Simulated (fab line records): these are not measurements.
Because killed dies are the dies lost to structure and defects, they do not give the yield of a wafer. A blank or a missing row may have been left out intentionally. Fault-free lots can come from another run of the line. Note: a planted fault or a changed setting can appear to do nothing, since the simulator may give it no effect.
Chamber matching	flow n5Finfet	N5_DUMMY_GATE_ETCH_29 on rieDiel-05 has 4 sister chambers
The step etches underlayer in N2/H2, target depth 13 nm. 22 wafers are shown with their chamber, then 11 later ones without.

== WAFERS WITH THEIR CHAMBER ==
wafer	chamber	drypumpMotorCurrentA (A)	throttleValvePct (%)	showerheadPlenumPTorr (Torr)
L074.2	0	6.06	17.92	2.61
L074.3	2	5.48	17.73	2.60
L074.4	1	5.89	17.37	2.60
L078.4	2	5.50	17.72	2.60
L078.5	0	6.07	17.92	2.60
L078.6	1	5.90	17.37	2.59
L080.1	3	6.03	17.90	2.64
L080.3	2	5.48	17.75	2.60
L080.4	1	5.88	17.38	2.59
L082.2	1	5.88	17.39	2.59
L082.4	0	6.12	17.94	2.60
L082.5	1	5.90	17.41	2.59
L083.3	0	6.08	17.94	2.60
L083.4	2	5.48	17.75	2.59
L083.5	1	5.89	17.40	2.59
L084.1	0	6.13	17.94	2.60
L084.5	2	5.47	17.77	2.59
L084.6	3	6.03	17.91	2.64
L085.2	3	6.02	17.91	2.64
L085.4	2	5.48	17.76	2.59
L085.5	0	6.07	17.97	2.60
L086.2	2	5.47	17.77	2.59

SIGNATURES, as means of the wafers listed above
reading	chamber 0	chamber 1	chamber 2	chamber 3	scatter within a chamber
drypumpMotorCurrentA	6.0883	5.8900	5.4800	6.0267	0.0172
throttleValvePct	17.9383	17.3867	17.7500	17.9067	0.0171
showerheadPlenumPTorr	2.6017	2.5917	2.5943	2.6400	0.00433
Rule: for a wafer and a chamber, the distance is found by dividing, reading by reading, the gap between the wafer's reading and the chamber's mean by the reading's scatter, squaring, summing and taking the root. The wafer belongs to the nearest chamber; if the next one is less than 2 further off, it can't be placed. The scatter: take each reading less its chamber's mean, square it, sum over the shown wafers, divide by the number of wafers less the number of chambers, and take the root.

== WAFERS WHOSE CHAMBER IS MISSING ==
wafer	drypumpMotorCurrentA (A)	throttleValvePct (%)	showerheadPlenumPTorr (Torr)
L086.3	6.09	17.95	2.60
L086.6	5.88	17.39	2.59
L090.2	5.87	17.43	2.59
L090.3	6.09	17.97	2.59
L090.5	6.04	17.93	2.63
L092.1	5.49	17.77	2.59
L092.2	5.89	17.41	2.58
L092.3	6.03	17.95	2.63
L097.2	5.90	17.44	2.58
L097.4	6.01	17.97	2.63
L097.5	5.49	17.81	2.58

== WHICH CHAMBER EACH ONE RAN IN ==
wafer	from the rows above	in truth
L086.3	0	0
L086.6	1	1
L090.2	1	1
L090.3	0	0
L090.5	3	3
L092.1	2	2
L092.2	1	1
L092.3	3	3
L097.2	1	1
L097.4	3	3
L097.5	2	2
Correct placement for 11 of the 11. From these rows, 0 cannot be placed. Wrongly placed: 0.
